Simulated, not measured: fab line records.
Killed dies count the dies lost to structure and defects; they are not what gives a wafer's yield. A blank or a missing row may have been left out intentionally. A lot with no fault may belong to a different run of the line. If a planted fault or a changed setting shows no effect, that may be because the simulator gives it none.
fab line records	flow nand-harc	part 1 of 2: steps 1 to 18 of 27
[record] lots = 5	wafers = 15	last-day = 31
route steps=1302 shown A_CONTACT@1043
lots that met no fault: taken from a fault-free run of the same line
start-h: hours from the record's opening day to when the first of the lot's shown wafers began	wait-h: hours since the lot's step before	" the same as in the row above	L1.1+2: a row that stands for several wafers	- either no value or no given start	* or withheld: withheld	< > ~ a bound
route shown NAME@n: names a module that has steps shown in the file, with the first one's number in the route	usual: mean/standard deviation taken from wafers without a fault	same: alike in all rows	chamber/n: place in a boat	sites: each site's reading	_std_site: standard deviation of those values	_edge_site: inner sites' mean taken away from outer sites' mean	radius-mm: for every site, how far away it sits from the centre of the wafer	mask NAME#n: copy n	behind: the tool/chamber that last shaped the wafer	hold: why the lot was held/for how many hours/how that ended	device: names the non-switching transistor (n, p or np)	end of line: the same wafers' tests at the end of the route	where a step has no rows: the recipe by itself	killed: the dies lost at the first sort to structure and to defects; this is not the yield of the wafer	map: the dies of a wafer, with x for killed, . for not killed, _ for no die there
set.NAME: the setting as run; set.NAME@STEP: as run at that earlier step	model.NAME: the simulator's own value behind a step, which no gauge read
lots at selected steps of the route; one table per step, one row per wafer
services: when a tool's chamber went out of use (start-h, in hours from the record's first day, below 0 if earlier), for how many hours, and the reason
[[steps]]
[step NHARC_A_CONTACT_ETCH_75]
[recipe] target-depth-a = 390	over-etch-frac = 0.3	time-s = 65	ion-energy-ev = 80	cf4-flow-sccm = 150	ar-flow-sccm = 0	rf-w = 300	bias-w = 100	chemistry = CF4
[usual] bias-w = 100.0/0.31	drypump-motor-current-A = 5.8/0.45	oes-product-au = 0.992/0.012	rf-vpp-V = 151.4/1.4	showerhead-plenum-p-Torr = 1.78/0.086	throttle-valve-pct = 13.285/0.0096
[same] time-s = 65
lot.wafer	tool	chamber	start-h	wait-h	bias-w	drypump-motor-current-A	oes-product-au	rf-hours-counter-h	rf-vpp-V	showerhead-plenum-p-Torr	throttle-valve-pct
L074.1	rie-diel-12	0	514.21	0.1	100.1	4.9	0.998	18	150.8	1.66	13.289
L074.6	"	1	"	"	99.8	6.5	1.001	-	150.6	1.74	13.286
L074.5	"	2	"	"	100.0	5.1	1.008	-	152.9	1.90	13.282
L080.2	rie-diel-12	3	588.80	0.2	100.0	5.7	0.993	46	150.7	1.80	13.294
L080.1	"	0	"	"	100.2	4.9	0.997	47	148.7	1.65	13.280
L080.5	"	2	"	"	100.0	5.1	1.004	-	152.5	1.90	13.297
L083.1	rie-diel-02	0	591.15	0.1	99.9	5.8	0.994	4	152.1	1.87	13.291
L083.4	"	2	"	"	99.9	6.6	0.988	7	150.7	1.72	13.283
L083.5	"	0	"	"	100.4	5.8	0.994	-	152.1	1.87	13.286
L085.2	rie-diel-05	3	616.35	0.1	100.3	5.7	0.978	5	151.5	1.80	13.284
L085.4	"	1	"	"	99.9	6.2	0.970	5	152.6	1.84	13.287
L085.5	"	2	"	"	99.9	5.8	0.989	-	150.4	1.72	13.287
L090.3	rie-diel-05	1	672.98	0.1	100.3	6.2	0.976	14	151.0	1.84	13.283
L090.2	"	3	"	"	100.5	5.7	0.977	13	151.8	1.79	13.257
L090.6	"	1	"	"	100.3	6.2	0.977	-	152.8	1.84	13.271
[step NHARC_A_CONTACT_ETCH_76]
[recipe] target-depth-a = 2600	over-etch-frac = 0.3	time-s = 475.3	ion-energy-ev = 200	n2-flow-sccm = 150	h2-flow-sccm = 150	ar-flow-sccm = 0	rf-w = 400	bias-w = 150	chemistry = N2/H2
[usual] bias-w = 150.0/0.46	drypump-motor-current-A = 5.8/0.44	oes-product-au = 0.991/0.01	rf-vpp-V = 430/3	showerhead-plenum-p-Torr = 2.04/0.11	throttle-valve-pct = 14.172/0.0088
[same] time-s = 475.3
lot.wafer	tool	chamber	start-h	wait-h	bias-w	drypump-motor-current-A	oes-product-au	rf-hours-counter-h	rf-vpp-V	showerhead-plenum-p-Torr	throttle-valve-pct
L074.1	rie-diel-12	3	-	-	149.4	5.7	0.994	22	431	2.09	14.168
L074.6	"	1	"	"	149.7	6.5	1.002	-	430	2.00	14.174
L074.5	"	2	"	"	149.6	5.1	1.013	-	435	2.21	14.162
L080.2	rie-diel-12	3	-	-	149.8	5.7	0.989	47	431	2.08	14.191
L080.1	"	1	"	"	150.3	6.5	1.012	43	430	1.99	14.179
L080.5	"	2	"	"	149.6	5.1	1.007	-	435	2.20	14.158
L083.4	rie-diel-02	1	-	-	150.4	5.0	0.999	4	434	2.20	14.155
L083.1	"	3	"	"	149.6	5.9	0.998	7	426	1.95	14.171
L083.5	"	2	"	"	150.7	6.6	0.981	-	430	1.98	14.170
L085.2	rie-diel-05	2	-	-	149.4	5.8	0.994	3	429	1.98	14.177
L085.4	"	0	"	"	150.0	6.0	0.988	5	427	1.88	14.166
L085.5	"	3	"	"	150.4	5.8	0.989	-	430	2.07	14.171
L090.2	rie-diel-05	3	-	-	150.5	5.7	0.984	13	431	2.07	14.176
L090.3	"	0	"	"	149.9	6.0	0.985	13	427	1.88	14.178
L090.6	"	2	"	"	149.9	5.8	0.977	-	430	1.98	14.175
[step NHARC_A_CONTACT_ETCH_77]
[recipe] target-depth-a = 1089	time-s = 54.5	cf4-flow-sccm = 100	chf3-flow-sccm = 30	ar-flow-sccm = 0	rf-w = 500	bias-w = 200	chemistry = CF4/CHF3
[usual] bias-w = 200.1/0.64	drypump-motor-current-A = 5.8/0.45	oes-product-au = 0.926/0.02	rf-vpp-V = 370.5/2.7	showerhead-plenum-p-Torr = 1.57/0.074	throttle-valve-pct = 16.803/0.0092
[same] time-s = 54.5
lot.wafer	tool	chamber	start-h	wait-h	bias-w	drypump-motor-current-A	oes-product-au	rf-hours-counter-h	rf-vpp-V	showerhead-plenum-p-Torr	throttle-valve-pct
L074.1	rie-diel-12	0	-	-	199.5	4.9	0.983	19	365.8	1.47	16.805
L074.5	"	3	"	"	200.6	5.7	0.960	-	370.8	1.61	16.789
L074.6	"	0	"	"	199.8	4.9	0.982	-	366.9	1.47	16.794
L080.2	rie-diel-12	3	-	-	199.7	5.7	0.916	47	370.1	1.60	16.797
L080.1	"	1	"	"	199.8	6.5	0.932	44	369.3	1.54	16.797
L080.5	"	3	"	"	199.3	5.7	0.923	-	371.6	1.60	16.790
L083.1	rie-diel-02	2	-	-	199.7	6.5	0.948	7	368.6	1.53	16.808
L083.4	"	1	"	"	200.0	5.0	0.959	5	373.4	1.68	16.807
L083.5	"	2	"	"	200.1	6.6	0.974	-	369.2	1.53	16.815
L085.4	rie-diel-05	3	-	-	200.1	5.7	0.907	6	371.9	1.60	16.784
L085.2	"	1	"	"	200.0	6.2	0.900	5	372.9	1.64	16.810
L085.5	"	3	"	"	201.0	5.7	0.907	-	372.0	1.60	16.803
L090.3	rie-diel-05	1	-	-	199.5	6.2	0.909	14	372.9	1.64	16.818
L090.2	"	3	"	"	199.5	5.7	0.910	14	372.9	1.60	16.807
L090.6	"	1	"	"	199.9	6.2	0.899	-	373.3	1.64	16.805
[step NHARC_A_CONTACT_ETCH_78]
[recipe] target-depth-a = 53000	over-etch-frac = 0.3	time-s = 1378	ion-energy-ev = 150	o2-flow-sccm = 400	cos-flow-sccm = 20	ar-flow-sccm = 0	rf-w = 500	bias-w = 300	chemistry = O2/COS
[usual] bias-w = 299.9/0.84	drypump-motor-current-A = 5.8/0.46	oes-product-au = 0.995/0.012	rf-vpp-V = 314.1/2.2	showerhead-plenum-p-Torr = 3.13/0.15	throttle-valve-pct = 28.329/0.0091
[same] time-s = 1378
lot.wafer	tool	chamber	start-h	wait-h	bias-w	drypump-motor-current-A	oes-product-au	rf-hours-counter-h	rf-vpp-V	showerhead-plenum-p-Torr	throttle-valve-pct
L074.1	rie-diel-12	2	-	-	300.2	5.1	1.017	23	316.6	3.36	28.331
L074.5	"	3	"	"	299.5	5.7	0.992	-	314.1	3.20	28.326
L074.6	"	0	"	"	300.2	4.9	1.014	-	310.4	2.92	28.315
L080.1	rie-diel-12	3	-	-	300.2	5.7	0.995	48	315.4	3.18	28.332
L080.2	"	1	"	"	298.2	6.5	1.016	44	312.4	3.06	28.341
L080.5	"	2	"	"	299.2	5.1	1.017	-	318.0	3.35	28.344
L083.4	rie-diel-02	1	-	-	299.6	5.0	0.993	5	315.9	3.34	28.329
L083.1	"	2	"	"	299.3	6.6	0.994	8	313.3	3.04	28.331
L083.5	"	2	"	"	299.8	6.5	0.984	-	312.6	3.04	28.329
L085.4	rie-diel-05	2	-	-	301.4	5.8	0.996	3	311.9	3.04	28.326
L085.2	"	3	"	"	300.1	5.8	0.984	6	314.3	3.17	28.324
L085.5	"	0	"	"	298.8	6.0	1.002	-	309.2	2.90	28.311
L090.2	rie-diel-05	0	-	-	301.4	6.0	0.993	13	312.0	2.89	28.332
L090.3	"	1	"	"	301.3	6.2	0.982	14	317.0	3.25	28.330
L090.6	"	3	"	"	299.9	5.7	0.991	-	313.6	3.17	28.317
[step NHARC_A_CONTACT_ETCH_124]
[recipe] source-w = withheld	pressure-mtorr = 20	bias-v = withheld	time-s = 140	target-depth-a = 7000	ar-flow-sccm = withheld	c4f8-flow-sccm = withheld	o2-flow-sccm = withheld	chemistry = C4F8/O2/Ar
[same] time-s = 140
lot.wafer	tool	chamber	start-h	wait-h	rf-hours-counter-h
L074.1	har-cap-etch-01	0	515.88	-	0
L074.6	"	1	"	"	-
L074.5	"	0	"	"	-
L080.1	har-cap-etch-02	1	591.52	-	102
L080.2	"	0	"	"	102
L080.5	"	0	"	"	-
L083.1	har-cap-etch-03	0	592.83	-	60
L083.4	"	1	"	"	-
L083.5	"	0	"	"	-
L085.2	har-cap-etch-03	0	618.20	-	64
L085.4	"	1	"	"	-
L085.5	"	0	"	"	-
L090.2	har-cap-etch-03	1	674.47	-	73
L090.3	"	1	"	"	-
L090.6	"	0	"	"	-
[step NHARC_A_CONTACT_ETCH_125]
[recipe] source-w = withheld	pressure-mtorr = 20	bias-v = 3000	time-s = 197	target-depth-a = 19180	ar-flow-sccm = withheld	c4f8-flow-sccm = withheld	o2-flow-sccm = withheld	chemistry = C4F8/O2/Ar
[same] time-s = 197
lot.wafer	tool	chamber	start-h	wait-h	rf-hours-counter-h
L074.1	har-cap-etch-01	0	516.08	0.2	0
L074.6	"	1	"	"	-
L074.5	"	0	"	"	-
L080.1	har-cap-etch-02	1	591.73	0.2	102
L080.2	"	0	"	"	102
L080.5	"	0	"	"	-
L083.1	har-cap-etch-03	0	593.03	0.2	60
L083.4	"	1	"	"	-
L083.5	"	0	"	"	-
L085.2	har-cap-etch-03	0	618.39	0.2	64
L085.4	"	1	"	"	-
L085.5	"	0	"	"	-
L090.2	har-cap-etch-03	1	674.66	0.2	73
L090.3	"	1	"	"	-
L090.6	"	0	"	"	-
[step NHARC_A_CONTACT_ETCH_126]
[recipe] source-w = withheld	pressure-mtorr = 20	bias-v = 3000	time-s = 197	target-depth-a = 19180	ar-flow-sccm = withheld	c4f8-flow-sccm = withheld	o2-flow-sccm = withheld	chemistry = C4F8/O2/Ar
[same] time-s = 197
lot.wafer	tool	chamber	start-h	wait-h	rf-hours-counter-h
L074.1	har-cap-etch-01	0	516.26	0.1	0
L074.6	"	1	"	"	-
L074.5	"	0	"	"	-
L080.1	har-cap-etch-02	1	591.91	0.1	102
L080.2	"	0	"	"	102
L080.5	"	0	"	"	-
L083.1	har-cap-etch-03	0	593.21	0.1	60
L083.4	"	1	"	"	-
L083.5	"	0	"	"	-
L085.2	har-cap-etch-03	0	618.57	0.1	64
L085.4	"	1	"	"	-
L085.5	"	0	"	"	-
L090.2	har-cap-etch-03	1	674.84	0.1	73
L090.3	"	1	"	"	-
L090.6	"	0	"	"	-
[step NHARC_A_CONTACT_ETCH_127]
[recipe] source-w = withheld	pressure-mtorr = 20	bias-v = 3000	time-s = 197	target-depth-a = 19180	ar-flow-sccm = withheld	c4f8-flow-sccm = withheld	o2-flow-sccm = withheld	chemistry = C4F8/O2/Ar
[same] time-s = 197
lot.wafer	tool	chamber	start-h	wait-h	rf-hours-counter-h
L074.1	har-cap-etch-01	0	516.44	0.1	0
L074.6	"	1	"	"	-
L074.5	"	0	"	"	-
L080.1	har-cap-etch-02	1	592.08	0.1	102
L080.2	"	0	"	"	102
L080.5	"	0	"	"	-
L083.1	har-cap-etch-03	0	593.39	0.1	60
L083.4	"	1	"	"	-
L083.5	"	0	"	"	-
L085.2	har-cap-etch-03	0	618.75	0.1	65
L085.4	"	1	"	"	-
L085.5	"	0	"	"	-
L090.2	har-cap-etch-03	1	675.02	0.1	73
L090.3	"	1	"	"	-
L090.6	"	0	"	"	-
[step NHARC_A_CONTACT_ETCH_128]
[recipe] source-w = withheld	pressure-mtorr = 20	bias-v = 3000	time-s = 197	target-depth-a = 19180	ar-flow-sccm = withheld	c4f8-flow-sccm = withheld	o2-flow-sccm = withheld	chemistry = C4F8/O2/Ar
[same] time-s = 197
lot.wafer	tool	chamber	start-h	wait-h	rf-hours-counter-h
L074.1	har-cap-etch-01	0	516.61	0.1	1
L074.6	"	1	"	"	-
L074.5	"	0	"	"	-
L080.1	har-cap-etch-02	1	592.26	0.1	102
L080.2	"	0	"	"	102
L080.5	"	0	"	"	-
L083.1	har-cap-etch-03	0	593.56	0.1	60
L083.4	"	1	"	"	-
L083.5	"	0	"	"	-
L085.2	har-cap-etch-03	0	618.92	0.1	65
L085.4	"	1	"	"	-
L085.5	"	0	"	"	-
L090.2	har-cap-etch-03	1	675.20	0.1	74
L090.3	"	1	"	"	-
L090.6	"	0	"	"	-
[step NHARC_A_CONTACT_ETCH_129]
[recipe] source-w = withheld	pressure-mtorr = 20	bias-v = 3000	time-s = 197	target-depth-a = 19180	ar-flow-sccm = withheld	c4f8-flow-sccm = withheld	o2-flow-sccm = withheld	chemistry = C4F8/O2/Ar
[same] time-s = 197
lot.wafer	tool	chamber	start-h	wait-h	rf-hours-counter-h
L074.1	har-cap-etch-01	0	516.79	0.1	1
L074.6	"	1	"	"	-
L074.5	"	0	"	"	-
L080.1	har-cap-etch-02	1	592.44	0.1	102
L080.2	"	0	"	"	102
L080.5	"	0	"	"	-
L083.1	har-cap-etch-03	0	593.74	0.1	60
L083.4	"	1	"	"	-
L083.5	"	0	"	"	-
L085.2	har-cap-etch-03	0	619.10	0.1	65
L085.4	"	1	"	"	-
L085.5	"	0	"	"	-
L090.2	har-cap-etch-03	1	675.37	0.1	74
L090.3	"	1	"	"	-
L090.6	"	0	"	"	-
[step NHARC_A_CONTACT_ETCH_130]
[recipe] source-w = withheld	pressure-mtorr = 20	bias-v = 3000	time-s = 197	target-depth-a = 19180	ar-flow-sccm = withheld	c4f8-flow-sccm = withheld	o2-flow-sccm = withheld	chemistry = C4F8/O2/Ar
[same] time-s = 197
lot.wafer	tool	chamber	start-h	wait-h	rf-hours-counter-h
L074.1	har-cap-etch-01	0	516.97	0.1	1
L074.6	"	1	"	"	-
L074.5	"	0	"	"	-
L080.1	har-cap-etch-02	1	592.61	0.1	103
L080.2	"	0	"	"	103
L080.5	"	0	"	"	-
L083.1	har-cap-etch-03	0	593.92	0.1	61
L083.4	"	1	"	"	-
L083.5	"	0	"	"	-
L085.2	har-cap-etch-03	0	619.28	0.1	65
L085.4	"	1	"	"	-
L085.5	"	0	"	"	-
L090.2	har-cap-etch-03	1	675.55	0.1	74
L090.3	"	1	"	"	-
L090.6	"	0	"	"	-
[step NHARC_A_CONTACT_ETCH_131]
[recipe] source-w = withheld	pressure-mtorr = 20	bias-v = 3000	time-s = 197	target-depth-a = 19180	ar-flow-sccm = withheld	c4f8-flow-sccm = withheld	o2-flow-sccm = withheld	chemistry = C4F8/O2/Ar
[same] time-s = 197
lot.wafer	tool	chamber	start-h	wait-h	rf-hours-counter-h
L074.1	har-cap-etch-01	0	517.14	0.1	1
L074.6	"	1	"	"	-
L074.5	"	0	"	"	-
L080.1	har-cap-etch-02	1	592.79	0.1	103
L080.2	"	0	"	"	103
L080.5	"	0	"	"	-
L083.1	har-cap-etch-03	0	594.09	0.1	61
L083.4	"	1	"	"	-
L083.5	"	0	"	"	-
L085.2	har-cap-etch-03	0	619.46	0.1	65
L085.4	"	1	"	"	-
L085.5	"	0	"	"	-
L090.2	har-cap-etch-03	1	675.73	0.1	74
L090.3	"	1	"	"	-
L090.6	"	0	"	"	-
[step NHARC_A_CONTACT_ETCH_132]
[recipe] source-w = withheld	pressure-mtorr = 20	bias-v = 3000	time-s = 197	target-depth-a = 19240	ar-flow-sccm = withheld	c4f8-flow-sccm = withheld	o2-flow-sccm = withheld	chemistry = C4F8/O2/Ar
[same] time-s = 197
lot.wafer	tool	chamber	start-h	wait-h	rf-hours-counter-h
L074.1	har-cap-etch-01	0	517.32	0.1	1
L074.6	"	1	"	"	-
L074.5	"	0	"	"	-
L080.1	har-cap-etch-02	1	592.97	0.1	103
L080.2	"	0	"	"	103
L080.5	"	0	"	"	-
L083.1	har-cap-etch-03	0	594.27	0.1	61
L083.4	"	1	"	"	-
L083.5	"	0	"	"	-
L085.2	har-cap-etch-03	0	619.64	0.1	65
L085.4	"	1	"	"	-
L085.5	"	0	"	"	-
L090.2	har-cap-etch-03	1	675.90	0.1	74
L090.3	"	1	"	"	-
L090.6	"	0	"	"	-
[step NHARC_A_CONTACT_ETCH_133]
[recipe] source-w = withheld	pressure-mtorr = 20	bias-v = 400	time-s = 374	target-depth-a = 16100	ar-flow-sccm = withheld	c4f8-flow-sccm = 11.5	o2-flow-sccm = 7.2	chemistry = C4F8/O2/Ar
[same] time-s = 374
lot.wafer	tool	chamber	start-h	wait-h	rf-hours-counter-h
L074.1	har-cap-etch-01	0	517.54	0.2	1
L074.6	"	1	"	"	-
L074.5	"	0	"	"	-
L080.1	har-cap-etch-02	1	593.15	0.1	103
L080.2	"	0	"	"	103
L080.5	"	0	"	"	-
L083.1	har-cap-etch-03	0	594.45	0.1	61
L083.4	"	1	"	"	-
L083.5	"	0	"	"	-
L085.2	har-cap-etch-03	0	619.85	0.2	66
L085.4	"	1	"	"	-
L085.5	"	0	"	"	-
L090.2	har-cap-etch-03	1	676.12	0.2	74
L090.3	"	1	"	"	-
L090.6	"	0	"	"	-
[step NHARC_A_CONTACT_ETCH_91]
[recipe] target-depth-a = 400	over-etch-frac = 0.5	time-s = 85.7	ion-energy-ev = 120	ch3f-flow-sccm = 50	o2-flow-sccm = 30	ar-flow-sccm = 200	rf-w = 500	bias-w = 100	chemistry = CH3F/O2
[usual] bias-w = 99.97/0.27	drypump-motor-current-A = 5.8/0.39	oes-product-au = 0.94/0.035	rf-vpp-V = 244.2/1.9	showerhead-plenum-p-Torr = 2.45/0.12	throttle-valve-pct = 20.663/0.0091
[same] time-s = 85.7
lot.wafer	tool	chamber	start-h	wait-h	bias-w	drypump-motor-current-A	oes-product-au	rf-hours-counter-h	rf-vpp-V	showerhead-plenum-p-Torr	throttle-valve-pct
L074.1	rie-diel-05	1	518.26	0.7	99.54	6.2	0.91	19	245.3	2.57	20.665
L074.6	"	0	"	"	99.91	6.0	0.93	-	242.7	2.28	20.668
L074.5	"	1	"	"	100.09	6.2	0.92	-	246.7	2.57	20.659
L080.2	rie-diel-05	3	593.95	0.7	99.73	5.7	0.99	0	245.1	2.50	20.667
L080.1	"	0	"	"	100.19	6.0	1.00	0	242.1	2.28	20.648
L080.5	"	1	"	"	99.48	6.2	0.99	-	244.5	2.56	20.679
L083.1	rie-diel-02	2	595.23	0.7	99.55	6.5	0.92	9	241.6	2.39	20.685
L083.4	"	3	"	"	100.14	5.9	0.93	8	243.5	2.36	20.672
L083.5	"	2	"	"	99.15	6.6	0.92	-	242.8	2.39	20.660
L085.4	rie-diel-02	0	620.56	0.6	99.85	5.8	1.00	11	248.2	2.61	20.676
L085.2	"	2	"	"	100.06	6.6	1.00	15	243.7	2.39	20.669
L085.5	"	1	"	"	99.67	5.0	0.98	-	246.5	2.63	20.665
L090.2	rie-diel-05	1	676.86	0.7	99.86	6.2	0.91	15	246.5	2.56	20.681
L090.3	"	2	"	"	99.84	5.8	0.92	13	242.3	2.39	20.673
L090.6	"	3	"	"	99.74	5.7	0.93	-	245.6	2.49	20.663
[step NHARC_A_CONTACT_ETCH_97]
[recipe] target-depth-a = 200	over-etch-frac = 0.5	time-s = 10	ion-energy-ev = 250	c4f6-flow-sccm = 25	o2-flow-sccm = 20	ar-flow-sccm = 500	rf-w = 600	bias-w = 500	chemistry = C4F6/O2
[usual] bias-w = 500.1/1.5	drypump-motor-current-A = 5.8/0.4	oes-product-au = 0.953/0.028	rf-vpp-V = 547/3.7	showerhead-plenum-p-Torr = 3.91/0.18	throttle-valve-pct = 26.903/0.0095
[same] time-s = 10
lot.wafer	tool	chamber	start-h	wait-h	bias-w	drypump-motor-current-A	oes-product-au	rf-hours-counter-h	rf-vpp-V	showerhead-plenum-p-Torr	throttle-valve-pct
L074.1	rie-diel-05	1	-	-	503.1	6.2	0.946	19	550	4.09	26.903
L074.6	"	2	"	"	502.3	5.9	0.932	-	544	3.83	26.903
L074.5	"	3	"	"	500.8	5.8	0.937	-	548	3.99	26.904
L080.2	rie-diel-05	3	594.10	0.1	499.0	5.7	0.996	0	550	3.99	26.890
L080.1	"	0	"	"	501.9	6.0	1.002	0	542	3.66	26.905
L080.5	"	3	"	"	499.6	5.8	0.984	-	548	3.99	26.904
L083.1	rie-diel-02	2	-	-	502.2	6.6	0.932	9	545	3.82	26.901
L083.4	"	3	"	"	498.8	5.9	0.939	8	545	3.77	26.903
L083.5	"	1	"	"	498.4	5.0	0.946	-	553	4.19	26.901
L085.4	rie-diel-02	2	-	-	497.1	6.6	0.990	15	545	3.82	26.906
L085.2	"	3	"	"	501.5	6.0	0.996	14	543	3.77	26.905
L085.5	"	2	"	"	497.2	6.5	1.006	-	543	3.82	26.895
L090.2	rie-diel-05	1	-	-	500.8	6.2	0.919	15	551	4.07	26.907
L090.3	"	2	"	"	503.6	5.9	0.931	13	546	3.82	26.899
L090.6	"	1	"	"	499.0	6.2	0.921	-	549	4.07	26.893
[step NHARC_A_CONTACT_CD_MEAS_80]
[usual] cd-nm = 289.6/0.86
lot.wafer	tool	chamber	start-h	wait-h	cd-nm
L074.1	cd-sem-03	-	518.46	-	289.1
L074.5	"	-	"	"	290.0
L074.6	"	-	"	"	289.2
L080.1	cd-sem-01	-	594.18	-	289.1
L080.2	"	-	"	"	288.7
L080.5	"	-	"	"	288.9
L083.1	cd-sem-02	-	595.45	-	288.2
L083.4	"	-	"	"	289.7
L083.5	"	-	"	"	288.9
L085.2	cd-sem-03	-	620.79	-	290.4
L085.4	"	-	"	"	289.4
L085.5	"	-	"	"	289.9
L090.2	cd-sem-01	-	677.06	-	289.6
L090.3	"	-	"	"	289.0
L090.6	"	-	"	"	289.4
[step NHARC_A_CONTACT_STRIP_103]
[recipe] n2-flow-sccm = 150	h2-flow-sccm = 150	ar-flow-sccm = 0	bias-w = 0	chemistry = N2/H2
lot.wafer	tool	chamber	start-h	wait-h
L074.1+6+5	rie-diel-12	2,3,0	518.57	0.1
L080.2+1+5	rie-diel-02	1,2,2	594.26	0.1
L083.1+4+5	rie-diel-02	3,0,0	595.52	0.1
L085.2+4+5	rie-diel-05	1,2,3	620.88	0.1
L090.2+3+6	rie-diel-05	0,1,0	677.13	0.1
